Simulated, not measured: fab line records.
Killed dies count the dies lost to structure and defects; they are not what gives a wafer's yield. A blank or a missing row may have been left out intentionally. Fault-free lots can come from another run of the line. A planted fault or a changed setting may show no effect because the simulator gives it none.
Struck lot and sound lot, side by side :: flow n5-finfet :: 15 steps out of a route of 1938
Sound: wafers L648.2, L648.5, L648.6. The struck wafers were L653.1, L653.3, L653.5. The cause comes at the end.
At each step with rows: each side's tool, then ch and its chambers, then its first start. Under that, the readings that differ: sound wafers :: struck wafers :: difference of the means :: sigmas: that difference in standard deviations of wafers without a fault.
alike: readings with means less than 2 such deviations apart, plus words and numbers identical on both sides. not compared: withheld readings, readings lacking a value on some wafer, bounds such as >300 that could conceal the same value, and numbers that have no deviation in the record and whose values overlap.
The two part at a step that has a row with sigmas, a row that says differs or no value, or rows on one side only. Numbers that have no deviation but don't overlap get no sigmas and don't part them. A reading that every wafer of one side lacks parts them only if that side has two wafers or more.

N5_MOL_CONTACT_COAG_ANNEAL_112: time 1800 s.
  sound on hp-anneal-01 ch 0, day 6 06:37; struck on hp-anneal-01 ch 0, day 7 17:40
  alike: wafer_temp_C_max, zone-power-centre-pct, zone-power-top-pct
N5_MOL_CONTACT_COAG_INSPECT_97: inspects for defects (darkfield).
  sound on defect-inspect-02, day 6 09:40; struck on defect-inspect-02, day 7 20:42
  alike: raw-defect-count
N5_BEOL_M0_SAQP_PECVD_00: deposits SiCN from 3MS/NH3, target thk 8 nm, time 14 s.
  sound on pecvd-01 ch 0,1, day 6 09:59; struck on pecvd-04 ch 0,1,2, day 7 21:02
  alike: showerhead-plenum-p-Torr, throttle-valve-pct
N5_BEOL_M0_SAQP_ILD_DEP_01: deposits SiOC from DEMS/O2, target thk 45.419 nm, time 8.7 s.
  sound on pecvd-01 ch 0,1, day 6 10:00; struck on pecvd-04 ch 0,1,2, day 7 21:04
  alike: heater-power-w, showerhead-plenum-p-Torr, throttle-valve-pct
N5_BEOL_M0_SAQP_HM_DEP_02: deposits TiN, target thk 12 nm.
  sound on pvd-sputter-01, day 6 12:38; struck on pvd-sputter-03, day 7 22:42
  alike: throttle-valve-pct
then, 3 steps without rows for these wafers: N5_BEOL_M0_SAQP_PECVD_03 (deposits SiCN from 3MS/NH3, target thk 12 nm, time 21.1 s); N5_BEOL_M0_SAQP_PECVD_96 (deposits a-Si from SiH4/He, target thk 45 nm, time 45.2 s); N5_BEOL_M0_SAQP_PECVD_97 (deposits SiNx from SiH4/NH3/N2, target thk 23 nm, time 19.9 s).
N5_BEOL_M0_SAQP_PECVD_04: deposits a-Si from SiH4/He, target thk 60 nm, time 60.2 s.
  sound on pecvd-02 ch 1,2, day 6 12:55; struck on pecvd-02 ch 0,1,2, day 7 22:56
  alike: heater-power-w, showerhead-plenum-p-Torr, throttle-valve-pct
N5_BEOL_M0_SAQP_THK_MEAS_05:
  sound on film-metro-02, day 6 13:03; struck on film-metro-01, day 7 23:02
reading: thk-nm (nm)
sound: 60.0 62.0 60.9
struck: 58.3 59.1 59.9
difference: -1.9
sigmas: -2
then, 1 step without rows for these wafers: N5_BEOL_M0_SAQP_HM_DEP_111 (deposits SiO2 from SiH4/N2O, target thk 12 nm, time 7.2 s).
N5_BEOL_M0_SAQP_COAT_81: time 60 s, resist thk 100 nm.
  sound on litho-track-02 ch 0, day 6 13:12; struck on litho-track-02 ch 0, day 7 23:09
reading: heater-power-total-W (W)
sound: 502.8 502.3 497.4
struck: 508.0 510.6 512.0
difference: +9.4
sigmas: +5

reading: plate-temp-C (C)
sound: 250.07 250.27 249.96
struck: 253.57 253.70 253.62
difference: +3.53
sigmas: +21
then, 1 step without rows for these wafers: N5_BEOL_M0_SAQP_COAT_82 (time 60 s, resist thk 30 nm).
-- a jump in the record: the struck wafers' starts before and after are 5 days apart (it breaks off in module BEOL_M0_SAQP and resumes in module BEOL_M4, where the first step shown is number 1111 of the route) --
N5_BEOL_M4_RC_MEAS_101:
  sound on prober-02 ch 0, day 11 04:25; struck on prober-01 ch 0, day 12 12:52
  alike: DIBL_N, DIBL_P, IOFF_N, IOFF_P, ION_N, ION_P, SS_N, SS_P, VT_N, VT_P
next, for these wafers, 1 step has no rows: N5_PASSIVATION_PROBE_49.

## WHERE THEY PART
Earliest at N5_BEOL_M0_SAQP_THK_MEAS_05; latest, in this record, at N5_BEOL_M0_SAQP_COAT_81. Later steps at which nothing parts them and some readings are alike: N5_BEOL_M4_RC_MEAS_101.

WHY: what the simulator had put in
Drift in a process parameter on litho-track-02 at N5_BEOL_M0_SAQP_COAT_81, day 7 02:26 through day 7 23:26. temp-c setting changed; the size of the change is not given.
